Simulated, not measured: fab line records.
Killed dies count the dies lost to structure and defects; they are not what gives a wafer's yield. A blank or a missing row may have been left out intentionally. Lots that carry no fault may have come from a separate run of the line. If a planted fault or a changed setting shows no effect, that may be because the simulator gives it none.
fab line records    flow n5_finfet
record lots=13  wafers=39  last_day=19
route steps=1938 shown SDB@347 BEOL_M4@1111
lots untouched by any fault: they come from a run of this same line in which no faults occurred
start_h: hours from the record's first day to the start of the lot's first wafer shown    wait_h: hours from the lot's prior step to this one    " the same as in the row above    L1.1+2: several wafers, shown together as one row    - either no value or no given start    * or withheld: withheld    < > ~ a bound
route shown NAME@n: names a module that has steps shown in the file, with the first one's number in the route    usual: average and standard deviation across the fault-free wafers    same: alike in all rows    chamber/n: place in a boat    sites: each site's reading    _std_site: standard deviation across them    _edge_site: inner sites' mean taken away from outer sites' mean    radius_mm: for every site, how far away it sits from the centre of the wafer    mask NAME#n: copy n    behind: the most recent tool/chamber to have shaped the wafer    hold: why the lot went on hold/how many hours it stayed there/how the hold came to an end    device: names the non-switching transistor (n, p or np)    end of line: at the end of the route, the tests of the same wafers    where a step has no rows: the recipe by itself    killed: not the wafer's yield, but the dies lost to structure and defects at the first sort    map: shows each die of a wafer: x if killed, . if not, _ if none is there
set.NAME: the setting as run; set.NAME@STEP: as run at that earlier step    model.NAME: the simulator's own value behind a step, which no gauge read
the route's steps for a sample of lots (tables are steps, rows are wafers)
services: from which hour (start_h, from the record's first day; less than 0 if before it) a tool's chamber was out of use, for how many hours, and why
## steps
# step N5_SDB_HM_DEP_00
# recipe material=SiNx  target_thk_a=400  temp_c=400  precursor=SiH4/NH3/N2  pressure_torr=1.5  rf_w=300  time_s=35.3
# usual heater_power_w=755/92  showerhead_plenum_p_Torr=5.14/0.066  throttle_valve_pct=38.9/1.9
lot.wafer  tool      chamber  start_h  wait_h  heater_power_w  showerhead_plenum_p_Torr  throttle_valve_pct
L337.1     pecvd-01  2        67.59    0.0     701             5.05                      35.4
L337.4     "         1        "        "       618             5.12                      40.5
L337.6     "         2        "        "       684             5.04                      35.7
L338.2     pecvd-02  1        72.80    0.0     732             5.12                      39.8
L338.4     "         2        "        "       740             5.13                      36.1
L338.5     "         1        "        "       742             5.11                      39.9
L340.1     pecvd-02  0        83.65    0.0     729             5.10                      39.7
L340.2     "         2        "        "       720             5.13                      36.2
L340.4     "         2        "        "       692             5.13                      36.4
L343.2     pecvd-02  2        100.75   0.0     622             5.13                      36.2
L343.3     "         1        "        "       770             5.10                      39.8
L343.4     "         1        "        "       791             5.13                      39.7
L344.3     pecvd-01  2        108.28   0.0     652             5.04                      35.8
L344.4     "         0        "        "       705             5.26                      40.8
L344.6     "         2        "        "       665             5.04                      35.4
L349.1     pecvd-04  2        136.40   0.0     861             5.11                      38.8
L349.2     "         0        "        "       866             5.13                      40.3
L349.3     "         1        "        "       816             5.16                      38.3
L354.1     pecvd-04  1        166.06   0.0     930             5.16                      38.4
L354.2     "         0        "        "       731             5.14                      40.0
L354.4     "         0        "        "       734             5.15                      39.9
L355.2     pecvd-01  0        172.62   0.0     761             5.26                      41.2
L355.4     "         0        "        "       763             5.26                      41.1
L355.5     "         1        "        "       628             5.14                      40.3
L356.2     pecvd-01  0        182.38   0.0     648             5.25                      41.1
L356.4     "         1        "        "       645             5.14                      40.2
L356.6     "         0        "        "       656             5.26                      40.9
L339.2     pecvd-04  2        182.59   0.0     729             5.11                      36.9
L339.3     "         1        "        "       941             5.16                      38.5
L339.5     "         1        "        "       952             5.15                      38.4
L357.4     pecvd-01  0        192.25   0.1     689             5.27                      41.1
L357.5     "         2        "        "       594             5.04                      35.9
L357.6     "         1        "        "       713             5.13                      40.2
L360.1     pecvd-04  2        203.91   0.0     813             5.12                      36.7
L360.3     "         1        "        "       932             5.16                      38.3
L360.6     "         2        "        "       809             5.10                      36.7
L359.1     pecvd-01  1        204.73   0.0     721             5.14                      40.2
L359.3     "         2        "        "       745             5.04                      35.9
L359.4     "         1        "        "       716             5.13                      40.3
# step N5_SDB_CD_MEAS_11
# recipe target_cd_nm=50  landing_energy_ev=500  detector=se_inlens  polarity=opening
# usual cd_nm=50.8/1.4
lot.wafer  tool       chamber  start_h  wait_h  cd_nm
L337.1     cd_sem-03  0        68.04    -       51.0
L337.4     "          0        "        "       50.3
L337.6     "          0        "        "       52.0
L338.2     cd_sem-01  0        73.13    -       50.4
L338.4     "          0        "        "       49.9
L338.5     "          0        "        "       49.9
L340.1     cd_sem-03  0        83.97    -       53.0
L340.2     "          0        "        "       51.4
L340.4     "          0        "        "       49.5
L343.2     cd_sem-02  0        101.20   -       50.0
L343.3     "          0        "        "       49.6
L343.4     "          0        "        "       50.1
L344.3     cd_sem-01  0        108.74   -       51.0
L344.4     "          0        "        "       51.4
L344.6     "          0        "        "       51.1
L349.1     cd_sem-02  0        136.74   -       49.1
L349.2     "          0        "        "       50.0
L349.3     "          0        "        "       49.6
L354.1     cd_sem-03  0        166.53   -       51.4
L354.2     "          0        "        "       50.5
L354.4     "          0        "        "       50.7
L355.2     cd_sem-02  0        172.94   -       50.1
L355.4     "          0        "        "       49.7
L355.5     "          0        "        "       49.3
L356.2     cd_sem-03  0        182.71   -       52.3
L356.4     "          0        "        "       54.2
L356.6     "          0        "        "       52.7
L339.2     cd_sem-02  0        182.92   -       52.9
L339.3     "          0        "        "       51.7
L339.5     "          0        "        "       52.3
L357.4     cd_sem-03  0        192.55   -       49.7
L357.5     "          0        "        "       50.4
L357.6     "          0        "        "       50.6
L360.1     cd_sem-02  0        204.24   -       49.1
L360.3     "          0        "        "       48.3
L360.6     "          0        "        "       49.1
L359.1     cd_sem-02  0        205.18   -       51.0
L359.3     "          0        "        "       50.1
L359.4     "          0        "        "       49.8
# step N5_SDB_DESCUM_16
# recipe chemistry=O2  time_s=7.9  source_power_w=50  bias_power_w=20  pressure_mtorr=20  rf_frequency_hz=2.712e+07  temp_c=40  resist=CAR-ArF  o2_flow_sccm=225
# usual drypump_motor_current_A=5.58/0.3  oes_product_au=0.78/0.076  rf_vpp_V=243.6/1.2  showerhead_plenum_p_Torr=2.12/0.068  throttle_valve_pct=20.5/0.36
lot.wafer  tool         chamber  start_h  wait_h  drypump_motor_current_A  oes_product_au  rf_hours_counter_h  rf_vpp_V  showerhead_plenum_p_Torr  throttle_valve_pct
L337.1     rie_diel-03  3        68.47    0.4     5.15                     0.76            123                 242.8     2.12                      20.5
L337.4     "            0        "        "       5.30                     0.72            210                 244.7     2.17                      20.9
L337.6     "            0        "        "       5.29                     0.71            -                   244.7     2.17                      20.9
L338.2     rie_diel-01  0        73.22    0.0     5.70                     0.90            22                  245.4     2.23                      20.0
L338.4     "            2        "        "       5.66                     0.72            196                 243.9     2.19                      20.9
L338.5     "            3        "        "       5.50                     0.96            -                   242.7     2.05                      20.0
L340.1     rie_diel-06  2        84.06    0.0     5.52                     0.87            54                  243.5     2.11                      20.3
L340.2     "            3        "        "       5.12                     0.73            148                 244.3     2.20                      20.9
L340.4     "            0        "        "       5.91                     0.88            42                  243.3     2.02                      20.0
L343.2     rie_diel-01  2        101.29   0.0     5.66                     0.71            203                 244.3     2.18                      20.9
L343.3     "            3        "        "       5.50                     0.93            16                  243.0     2.04                      20.0
L343.4     "            1        "        "       5.48                     0.77            147                 244.4     2.18                      20.5
L344.3     rie_diel-06  1        108.87   0.1     5.64                     0.71            205                 244.4     2.15                      20.7
L344.4     "            2        "        "       5.50                     0.84            63                  241.5     2.10                      20.3
L344.6     "            3        "        "       5.13                     0.73            -                   244.9     2.19                      20.9
L349.1     rie_diel-03  2        136.83   0.0     6.30                     0.72            188                 243.7     2.11                      20.6
L349.2     "            0        "        "       5.33                     0.70            234                 244.1     2.16                      20.9
L349.3     "            1        "        "       5.78                     0.80            101                 246.1     2.14                      20.5
L354.1     rie_diel-06  2        166.62   0.0     5.52                     0.82            75                  243.4     2.10                      20.3
L354.2     "            0        "        "       5.91                     0.84            71                  241.1     2.01                      20.0
L354.4     "            1        "        "       5.63                     0.70            224                 243.7     2.14                      20.8
L355.2     rie_diel-01  2        173.03   0.0     5.68                     0.69            229                 244.0     2.17                      21.0
L355.4     "            1        "        "       5.48                     0.76            173                 243.9     2.17                      20.5
L355.5     "            3        "        "       5.50                     0.90            -                   243.9     2.04                      20.0
L356.2     rie_diel-06  2        183.25   0.5     5.52                     0.82            80                  242.8     2.10                      20.3
L356.4     "            0        "        "       5.90                     0.82            76                  241.4     2.01                      20.0
L356.6     "            1        "        "       5.67                     0.70            -                   244.8     2.14                      20.8
L339.2     rie_diel-06  1        183.58   0.6     5.58                     0.70            229                 244.7     2.14                      20.8
L339.3     "            2        "        "       5.52                     0.82            80                  243.1     2.10                      20.4
L339.5     "            0        "        "       5.90                     0.82            -                   243.3     2.00                      20.0
L357.4     rie_diel-01  1        192.90   0.3     5.48                     0.76            180                 242.1     2.17                      20.6
L357.5     "            0        "        "       5.74                     0.86            -                   247.1     2.22                      20.1
L357.6     "            1        "        "       5.47                     0.76            -                   245.2     2.17                      20.5
L360.1     rie_diel-06  3        204.33   0.0     5.13                     0.69            188                 244.2     2.18                      21.0
L360.3     "            0        "        "       5.89                     0.82            82                  241.9     2.00                      20.0
L360.6     "            1        "        "       5.61                     0.69            -                   243.8     2.13                      20.8
L359.1     rie_diel-03  3        205.27   0.0     5.15                     0.72            172                 243.1     2.10                      20.6
L359.3     "            1        "        "       5.78                     0.77            127                 243.6     2.13                      20.5
L359.4     "            2        "        "       6.26                     0.71            214                 243.8     2.10                      20.7
# step N5_SDB_HM_OPEN_20
# recipe chemistry=CH3F/O2  target=SiNx  mask_material=SOC  target_depth_a=240  stop_on=poly-Si  over_etch_frac=0.4  ion_energy_ev=120  pressure_mtorr=30  source_w=395  bias_w=73  Ar_flow_sccm=150  CH3F_flow_sccm=30  O2_flow_sccm=20
# usual bias_w=73.01/0.23  drypump_motor_current_A=5.58/0.3  oes_product_au=0.65/0.057  rf_vpp_V=295/6.2  showerhead_plenum_p_Torr=2.03/0.058  throttle_valve_pct=16.4/0.33
lot.wafer  tool         chamber  start_h  wait_h  bias_w  drypump_motor_current_A  oes_product_au  rf_hours_counter_h  rf_vpp_V  showerhead_plenum_p_Torr  throttle_valve_pct
L337.1     rie_diel-03  3        68.70    0.0     73.26   5.14                     0.63            123                 295       2.01                      16.3
L337.4     "            0        "        "       72.97   5.31                     0.60            210                 298       2.08                      16.9
L337.6     "            0        "        "       73.18   5.30                     0.59            -                   298       2.08                      16.8
L338.2     rie_diel-01  0        73.44    0.0     72.94   5.78                     0.72            22                  298       2.12                      15.8
L338.4     "            2        "        "       72.95   5.68                     0.60            196                 301       2.07                      16.7
L338.5     "            3        "        "       72.52   5.48                     0.79            -                   297       1.97                      15.9
L340.1     rie_diel-06  2        84.29    0.0     73.10   5.51                     0.68            55                  301       2.02                      16.3
L340.2     "            3        "        "       72.78   5.13                     0.61            148                 284       2.10                      16.8
L340.4     "            0        "        "       73.22   5.90                     0.72            42                  294       1.94                      16.0
L343.2     rie_diel-01  2        101.52   0.0     72.85   5.67                     0.59            203                 301       2.07                      16.7
L343.3     "            3        "        "       73.05   5.50                     0.75            16                  298       1.97                      16.0
L343.4     "            1        "        "       72.75   5.46                     0.64            147                 298       2.08                      16.4
L344.3     rie_diel-06  1        109.10   0.0     73.14   5.64                     0.59            205                 291       2.05                      16.7
L344.4     "            2        "        "       72.68   5.52                     0.69            63                  301       2.02                      16.3
L344.6     "            3        "        "       72.96   5.11                     0.60            -                   283       2.10                      16.8
L349.1     rie_diel-03  2        137.06   0.0     72.81   6.25                     0.61            188                 298       1.98                      16.4
L349.2     "            0        "        "       73.21   5.30                     0.57            234                 299       2.07                      16.9
L349.3     "            1        "        "       72.85   5.74                     0.66            101                 305       2.01                      16.2
L354.1     rie_diel-06  2        166.85   0.0     73.29   5.50                     0.67            75                  303       2.02                      16.3
L354.2     "            0        "        "       73.26   5.93                     0.67            71                  291       1.93                      16.1
L354.4     "            1        "        "       73.21   5.63                     0.59            224                 290       2.05                      16.7
L355.2     rie_diel-01  2        173.26   0.0     72.64   5.66                     0.56            229                 304       2.06                      16.7
L355.4     "            1        "        "       73.08   5.47                     0.63            173                 297       2.07                      16.5
L355.5     "            3        "        "       73.35   5.50                     0.72            -                   297       1.96                      16.0
L356.2     rie_diel-06  2        183.48   0.0     72.99   5.52                     0.67            80                  302       2.01                      16.3
L356.4     "            0        "        "       73.20   5.93                     0.69            76                  292       1.93                      16.1
L356.6     "            1        "        "       73.11   5.64                     0.60            -                   290       2.04                      16.7
L339.2     rie_diel-06  1        183.81   0.0     73.43   5.64                     0.59            230                 291       2.04                      16.7
L339.3     "            2        "        "       72.98   5.52                     0.67            80                  302       2.01                      16.3
L339.5     "            0        "        "       73.13   5.91                     0.69            -                   291       1.93                      16.1
L357.4     rie_diel-01  1        193.13   0.0     72.91   5.46                     0.63            180                 298       2.07                      16.5
L357.5     "            0        "        "       72.58   5.70                     0.69            -                   298       2.10                      15.9
L357.6     "            1        "        "       72.69   5.48                     0.62            -                   299       2.07                      16.5
L360.1     rie_diel-06  3        204.56   0.0     72.96   5.12                     0.58            188                 284       2.09                      16.8
L360.3     "            0        "        "       72.97   5.90                     0.66            83                  291       1.93                      16.1
L360.6     "            1        "        "       72.99   5.66                     0.58            -                   289       2.04                      16.7
L359.1     rie_diel-03  3        205.50   0.0     72.78   5.15                     0.59            172                 295       2.00                      16.4
L359.3     "            1        "        "       73.39   5.75                     0.62            127                 306       2.01                      16.2
L359.4     "            2        "        "       73.18   6.26                     0.59            214                 299       1.98                      16.5
# step N5_SDB_STRIP_22
# recipe chemistry=N2/H2  power_w=1000  temp_c=250  h2_frac=0.65  overash_fraction=0.3  pressure_mtorr=withheld  n2_flow_sccm=1750  h2_flow_sccm=3250
# usual drypump_motor_current_A=5.74/0.14  heater_power_w=359/20  oes_product_au=0.715/0.0049  strip_time_to_endpoint_s=96.3/0.39
lot.wafer  tool             chamber  start_h  wait_h  drypump_motor_current_A  heater_power_w  oes_product_au  rf_hours_counter_h  strip_time_to_endpoint_s
L337.1     plasma_asher-02  1        68.78    0.1     5.57                     358             0.702           87                  96.5
L337.4     "                0        "        "       5.83                     351             0.714           -                   96.7
L337.6     "                1        "        "       5.57                     352             0.717           -                   97.0
L338.2     plasma_asher-01  1        73.52    0.1     5.64                     330             0.723           33                  95.7
L338.4     "                1        "        "       5.64                     333             0.720           -                   96.4
L338.5     "                1        "        "       5.64                     331             0.709           -                   96.3
L340.1     plasma_asher-02  1        84.37    0.1     5.58                     366             0.711           90                  95.7
L340.2     "                0        "        "       5.90                     365             0.713           90                  96.3
L340.4     "                1        "        "       5.56                     360             0.718           -                   96.1
L343.2     plasma_asher-02  1        101.60   0.1     5.57                     359             0.724           93                  96.3
L343.3     "                1        "        "       5.58                     345             0.713           -                   96.3
L343.4     "                0        "        "       5.87                     350             0.707           -                   96.1
L344.3     plasma_asher-02  0        109.22   0.1     5.86                     365             0.720           -                   100.2
L344.4     "                1        "        "       5.56                     365             0.714           -                   95.6
L344.6     "                1        "        "       5.56                     349             0.715           -                   96.0
L349.1     plasma_asher-01  0        137.14   0.1     5.89                     393             0.721           46                  96.9
L349.2     "                1        "        "       5.64                     338             0.711           46                  96.4
L349.3     "                0        "        "       5.93                     387             0.718           -                   96.3
L354.1     plasma_asher-02  1        166.93   0.1     5.57                     355             0.714           103                 96.1
L354.2     "                0        "        "       5.84                     360             0.710           103                 96.3
L354.4     "                1        "        "       5.56                     352             0.720           -                   96.3
L355.2     plasma_asher-02  0        173.34   0.1     5.86                     354             0.718           104                 96.8
L355.4     "                1        "        "       5.59                     359             0.717           -                   95.9
L355.5     "                0        "        "       5.83                     352             0.723           -                   96.4
L356.2     plasma_asher-01  1        183.56   0.1     5.63                     338             0.707           58                  96.4
L356.4     "                0        "        "       5.83                     383             0.716           -                   96.6
L356.6     "                0        "        "       5.85                     383             0.712           -                   96.8
L339.2     plasma_asher-01  1        183.89   0.1     5.66                     333             0.714           58                  96.9
L339.3     "                0        "        "       5.89                     387             0.712           -                   96.1
L339.5     "                1        "        "       5.63                     335             0.708           -                   96.7
L357.4     plasma_asher-02  0        193.26   0.1     5.82                     357             0.716           -                   96.1
L357.5     "                0        "        "       5.82                     366             0.717           -                   96.4
L357.6     "                1        "        "       5.57                     351             0.719           -                   96.0
L360.1     plasma_asher-02  0        204.64   0.1     5.81                     363             0.719           110                 96.7
L360.3     "                1        "        "       5.59                     354             0.714           -                   96.0
L360.6     "                0        "        "       5.82                     352             0.717           -                   96.5
L359.1     plasma_asher-02  0        205.58   0.1     5.88                     358             0.719           111                 96.3
L359.3     "                1        "        "       5.55                     363             0.719           -                   96.6
L359.4     "                0        "        "       5.88                     354             0.717           -                   97.0
# step N5_BEOL_M4_RC_MEAS_101
# usual DIBL_N=36.1/1.6  DIBL_P=35.7/1.8  IOFF_N=0.159/0.027  IOFF_P=0.21/0.03  ION_N=673/10  ION_P=462/7.4  SS_N=71.4/0.56  SS_P=73.2/0.61  VT_N=249.7/3  VT_P=-250/3.1
lot.wafer  tool       chamber  start_h  wait_h  DIBL_N[mV/V]  DIBL_P[mV/V]  IOFF_N[nA/um]  IOFF_P[nA/um]  ION_N[uA/um]  ION_P[uA/um]  SS_N[mV/dec]  SS_P[mV/dec]  VT_N[mV]  VT_P[mV]
L337.1     prober-01  0        166.24   0.0     33.2          33.2          0.118          0.19           664           460           70.7          72.6          253.6     -248
L337.4     "          0        "        "       34.0          35.0          0.134          0.22           661           466           71.5          73.1          251.4     -249
L337.6     "          0        "        "       32.9          32.9          0.122          0.19           661           459           71.3          72.2          250.9     -250
L338.2     prober-01  0        171.56   0.2     37.4          38.9          0.206          0.25           692           463           72.8          74.3          244.1     -251
L338.4     "          0        "        "       34.4          35.6          0.145          0.19           676           462           71.5          73.1          248.1     -254
L338.5     "          0        "        "       35.2          35.5          0.154          0.19           664           451           71.9          72.6          248.0     -255
L340.1     prober-02  0        183.10   0.0     33.5          30.8          0.133          0.20           683           480           70.9          72.1          249.5     -248
L340.2     "          0        "        "       35.2          33.0          0.156          0.23           686           476           70.7          72.6          249.5     -246
L340.4     "          0        "        "       37.1          34.6          0.187          0.26           677           471           72.3          73.4          245.7     -244
L343.2     prober-02  0        198.93   0.2     36.3          36.8          0.176          0.18           673           447           72.0          73.6          248.2     -254
L343.3     "          0        "        "       36.4          36.8          0.164          0.18           676           449           72.0          73.6          250.7     -252
L343.4     "          0        "        "       36.9          38.2          0.171          0.22           683           455           72.6          73.5          250.2     -252
L344.3     prober-01  0        199.57   0.6     38.1          35.7          0.166          0.20           666           453           71.7          73.3          248.8     -252
L344.4     "          0        "        "       35.9          33.7          0.131          0.18           671           460           71.0          72.3          252.3     -249
L344.6     "          0        "        "       37.8          36.1          0.174          0.21           684           466           72.0          73.2          247.9     -250
L349.1     prober-01  0        237.41   0.0     38.7          37.3          0.185          0.24           683           466           71.8          73.4          248.5     -250
L349.2     "          0        "        "       37.7          36.7          0.170          0.22           676           463           71.8          74.3          249.2     -248
L349.3     "          0        "        "       36.6          34.5          0.151          0.19           654           450           71.3          73.6          253.6     -251
L354.1     prober-02  0        276.55   0.0     35.1          36.0          0.152          0.20           684           468           71.3          72.8          249.8     -252
L354.2     "          0        "        "       38.1          38.5          0.243          0.25           688           466           72.3          73.2          242.1     -249
L354.4     "          0        "        "       35.5          36.5          0.172          0.20           685           461           72.0          72.8          246.1     -249
L355.2     prober-01  0        281.48   0.2     35.4          35.2          0.131          0.18           675           462           70.7          72.7          249.4     -251
L355.4     "          0        "        "       38.7          38.5          0.195          0.23           679           463           71.5          74.0          246.7     -249
L355.5     "          0        "        "       39.3          38.7          0.200          0.23           686           466           71.9          74.1          248.2     -246
L356.2     prober-02  0        282.93   0.2     37.5          34.8          0.156          0.19           660           450           71.6          73.1          251.8     -251
L356.4     "          0        "        "       34.7          31.6          0.118          0.15           643           447           71.4          72.4          254.1     -255
L356.6     "          0        "        "       36.6          34.2          0.154          0.19           677           460           70.9          73.1          250.6     -256
L357.4     prober-01  0        305.14   0.5     34.9          34.5          0.122          0.17           666           455           71.1          73.3          253.6     -252
L357.5     "          0        "        "       35.7          36.9          0.148          0.21           683           467           70.8          73.6          250.6     -250
L357.6     "          0        "        "       36.4          37.7          0.163          0.21           683           465           71.6          73.8          250.1     -251
L339.2     prober-02  0        307.72   0.2     35.2          36.1          0.172          0.23           691           479           71.9          73.7          247.3     -247
L339.3     "          0        "        "       34.6          35.4          0.143          0.23           664           471           71.3          73.3          251.2     -246
L339.5     "          0        "        "       35.8          36.3          0.170          0.24           680           468           71.6          74.1          250.4     -246
L360.1     prober-02  0        328.91   0.0     34.9          33.0          0.124          0.19           667           465           70.6          72.9          250.1     -249
L360.3     "          0        "        "       40.0          39.2          0.210          0.30           684           473           71.4          75.1          246.3     -246
L360.6     "          0        "        "       37.2          35.1          0.147          0.23           675           478           70.6          73.6          249.8     -248
L359.1     prober-01  0        341.71   0.0     35.2          34.8          0.156          0.22           662           460           71.1          73.1          247.2     -244
L359.3     "          0        "        "       34.7          33.7          0.139          0.20           670           468           70.9          72.1          251.6     -245
L359.4     "          0        "        "       36.7          36.9          0.201          0.26           694           482           71.0          73.1          243.3     -242
## services
tool             chamber  start_h  hours  kind
rie_diel-01      2        87.98    4.9    repair
rie_diel-01      3        105.08   9.1    repair
pecvd-04         -        106.11   2.8    pm
rie_diel-01      0        113.19   5.2    repair
rie_diel-06      2        113.32   8.0    repair
plasma_asher-02  -        120.05   2.5    pm
pecvd-04         1        125.18   5.5    scheduled_down
pecvd-02         1        130.79   30.3   repair
pecvd-04         2        138.79   -      clean
pecvd-04         2        138.79   29.5   scheduled_down
pecvd-04         2        138.79   29.5   vent_cycle
pecvd-02         -        139.70   0.8    repair
rie_diel-06      2        144.85   12.2   repair
plasma_asher-02  -        146.20   4.0    pm
pecvd-04         -        166.65   1.6    repair
rie_diel-03      0        170.10   5.9    repair
rie_diel-03      0        190.51   -      clean
rie_diel-03      0        190.51   -      consumable_replace:focus_ring
rie_diel-03      0        190.51   12.7   scheduled_down
rie_diel-03      0        190.51   12.7   vent_cycle
rie_diel-01      0        198.22   3.0    repair
## key
first_sign step=N5_SDB_STRIP_22  reading=strip_time_to_endpoint_s  direction=up  sigmas=9.8  usual=*  struck=*
effect none on later readings
met_at N5_SDB_HM_OPEN_20
struck_lots L344
struck_wafers L344.3
sort_left_out L344.3
not_acting_at N5_SDB_HM_DEP_00,N5_SDB_CD_MEAS_11,N5_SDB_DESCUM_16
onset_between 84.29 109.10
fault kind=process_parameter_drift  tool=rie_diel-06  chamber=-  onset_h=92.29  steps=N5_SDB_HM_OPEN_20  channel=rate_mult  offset=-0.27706  shape=step  end_h=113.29  scope=struck_wafers_only
# sort_left_out: the simulated sort isn't trusted on such a fault, so these wafers' sort isn't shown, and their yield isn't known
